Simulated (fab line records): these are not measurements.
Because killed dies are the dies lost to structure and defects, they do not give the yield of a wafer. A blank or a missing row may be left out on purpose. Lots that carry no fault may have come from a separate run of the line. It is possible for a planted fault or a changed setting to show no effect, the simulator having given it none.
Problem report, 8D (eight disciplines) form, completed by code / flow n5Finfet / the parts of the form that need people (team, actions taken, sign-off) are left out

## 1. THE ISSUE
thkNm at N5_SD_EPI_P_EPI_MEAS_23 reads a mean of 85.6 nm on 2 wafers of 2 lots; wafers without a fault read 60.8 nm with a standard deviation of 1.4. That is +18 standard deviations from the usual mean.
Seen first at day 6 19:44 on filmMetro-02, wafer L161.6. Wafers with a number at this step in the record: 39, from 14 lots. The rule behind "out" and "out of limits": a value lying over 4 standard deviations away from the usual mean. The rest of the wafers with a number are treated as sound.

## 2. WHAT IT IS; WHAT IT IS NOT
question=which readings at this step | is=thkNm | is not=-
question=which lots | is=L161, L164 | is not=L148, L149, L150, L151, L152, L153, L156, L160, L165, L167, L168, L170
question=which wafers of those lots | is=L161.6, L164.6 | is not=L161.4, L164.4, L164.5
question=read on which gauges | is=filmMetro-01, filmMetro-02 | is not=-
question=when | is=from day 6 19:44 | is not=up to then (24 sound wafers); but 13 sound wafers of L164, L165, L167, L168, L170 came after

## 3. THE SUSPECTS, EACH WITH WHAT RULES IT OUT
Counting: any tool at a process step up to the reading remains a suspect provided it ran every lot that is out. Sound lots after the first of them don't rule it out here, since some wafers of a struck lot are sound.
- the gauge at N5_SD_EPI_P_EPI_MEAS_23 is ruled out. Those wafers that are out were read across 2 gauges (filmMetro-01, filmMetro-02).
- rieSi-05 at N5_SD_EPI_N_SD_RECESS_17 (chemistry HBr/Cl2/O2, target depth 41 nm, time 23.7 s, bt time 3 s): kept. Every lot that is out went through it, the first being L161 (day 6 09:43); the last sound lot it ran before that was L151 (day 3 21:14).
- epiRpcvd-03 at N5_SD_EPI_N_VAPOR_ETCH_50 (etches Si in HCl, time 54 s): kept. Every lot that is out went through it, the first being L161 (day 6 10:58); the last sound lot it ran before that was L153 (day 4 07:57).
- epiRpcvd-03 at N5_SD_EPI_P_EPI_21 (deposits SiGe:B, time 355 s): kept. Every lot that is out went through it, the first being L161 (day 6 18:15); the last sound lot it ran before that was L150 (day 3 20:29).
- rieSi-05, N5_SD_EPI_N_SD_RECESS_17: wafers that are out in chamber 0, sound lot-mates in chambers 1, 2, 3.
The count leaves rieSi-05 at N5_SD_EPI_N_SD_RECESS_17, epiRpcvd-03 at N5_SD_EPI_N_VAPOR_ETCH_50, and epiRpcvd-03 at N5_SD_EPI_P_EPI_21.

## 4. THE CAUSE (what the simulator had put in)
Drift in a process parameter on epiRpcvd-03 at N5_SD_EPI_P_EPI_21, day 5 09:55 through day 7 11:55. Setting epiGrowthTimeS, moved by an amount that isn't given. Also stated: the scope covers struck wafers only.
Counting leaves 3 suspects; this tool is one of them.

## 5. THE EFFECT CHAIN, in route order
One row per reading whose mean, taken over the struck wafers that have a number, lies over 3 standard deviations from the usual. Only readings for which the record gives a usual standard deviation are gone through. hours: the time from each lot's start at the first step in this table that gives one to its start at this step, as a median over the lots. sigmas: the change in usual standard deviations.
hours=0; step=N5_SD_EPI_P_EPI_MEAS_23; reading=thkNm; usual=60.8 nm; on struck wafers=85.6; change=+24.8; sigmas=+18

## 6. WHAT WOULD HAVE CAUGHT IT SOONER
In this record the first reading out of limits at a measuring or inspecting step was taken at day 6 19:44, 34 hours after the fault began at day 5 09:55.
Among the 2 lots that are out, L164 began N5_SD_EPI_P_EPI_21 on epiRpcvd-03 after day 6 19:44. A tool hold placed at that time would have kept it from harm.
